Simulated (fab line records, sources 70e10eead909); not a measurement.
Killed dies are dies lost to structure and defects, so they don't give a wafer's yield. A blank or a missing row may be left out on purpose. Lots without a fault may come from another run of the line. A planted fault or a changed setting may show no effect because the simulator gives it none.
A struck lot beside a sound one | flow nand_harc | 15 steps out of a route of 1302
Sound: wafers L403.1, L403.3, L403.6. Struck: wafers L410.1, L410.4, L410.5. The cause comes at the end.
At each step with rows: each side's tool, then ch and its chambers, then its first start. Under that, the readings that differ: sound wafers | struck wafers | difference of the means | sigmas: that difference in standard deviations of wafers without a fault.
alike: readings whose means differ by less than 2 such deviations, and words and numbers that are the same on both sides. not compared: withheld readings, readings that some wafer has no value for, bounds like >300 that may hide the same value, and numbers for which the record gives no deviation and whose values overlap.
The two part at a step that has a row with sigmas, a row that says differs or no value, or rows on one side only. Numbers that don't overlap but have no deviation are shown without sigmas and don't part them. A reading that every wafer of one side lacks parts them only if that side has two wafers or more.

first, 7 steps without rows for these wafers: NHARC_P_ZERO_WELL_HMDS_45 (time 30 s); NHARC_P_ZERO_WELL_COAT_46; NHARC_P_ZERO_WELL_SOFTBAKE_47 (time 95 s); NHARC_P_ZERO_WELL_EBR_48; NHARC_P_ZERO_WELL_EXPOSE_49 (exposes mask P HVPW, target cd 2000 nm); NHARC_P_ZERO_WELL_PEB_50 (peb time 85 s); NHARC_P_ZERO_WELL_DEVELOP_51 (time 70 s).
NHARC_P_ZERO_WELL_CD_MEAS_52: target cd 2000 nm.
  sound on cd_sem-01 ch 0, day 6 05:47; struck on cd_sem-01 ch 0, day 9 03:55
  alike: cd_nm
then, 1 step without rows for these wafers: NHARC_P_ZERO_WELL_HARDBAKE_53 (time 80 s).
NHARC_P_ZERO_WELL_DESCUM_54: chemistry O2, time 3 s.
  sound on rie_diel-02 ch 0,1, day 6 05:58; struck on rie_diel-09 ch 0,3, day 9 04:04
  reading                | sound                | struck               | difference | sigmas
  throttle_valve_pct (%) | 11.328 11.315 11.321 | 11.301 11.308 11.304 | -0.017     | -2
  alike: chamber_pressure_mTorr, drypump_motor_current_A, oes_product_au, rf_vpp_V, showerhead_plenum_p_Torr
  not compared: rf_hours_counter_h
then, 2 steps without rows for these wafers: NHARC_P_ZERO_WELL_IMPLANT_55; NHARC_P_ZERO_WELL_IMPLANT_61.
NHARC_P_ZERO_WELL_STRIP_56: strips in SPM, time 840 s.
  sound on wet_bench-01 ch 0,5,7, day 6 06:31; struck on wet_bench-03 ch 1,2,5, day 9 04:37
  no value came back on the struck wafers for bath_guard_temp_C (C), bath_heat_duty_pct (%), temp_c (C); on the sound wafers bath_guard_temp_C (C) reads 129.8 130.3 129.4
then, 1 step without rows for these wafers: NHARC_P_ZERO_WELL_PRECLEAN_68 (cleans in SC1, time 60 s).
-- the record jumps here: 22 days lie between the struck wafers' starts before and after (it left off in module P_ZERO_WELL and takes up again in module END, whose first step shown is number 1302 of the route) --
NHARC_END_SORT_01:
  the record has rows for the struck wafers here (prober-02 ch 0, day 31 08:55) and none for the sound ones

WHERE THEY PART
First at NHARC_P_ZERO_WELL_DESCUM_54; last, within this record, at NHARC_END_SORT_01.

WHY: what the simulator had put in
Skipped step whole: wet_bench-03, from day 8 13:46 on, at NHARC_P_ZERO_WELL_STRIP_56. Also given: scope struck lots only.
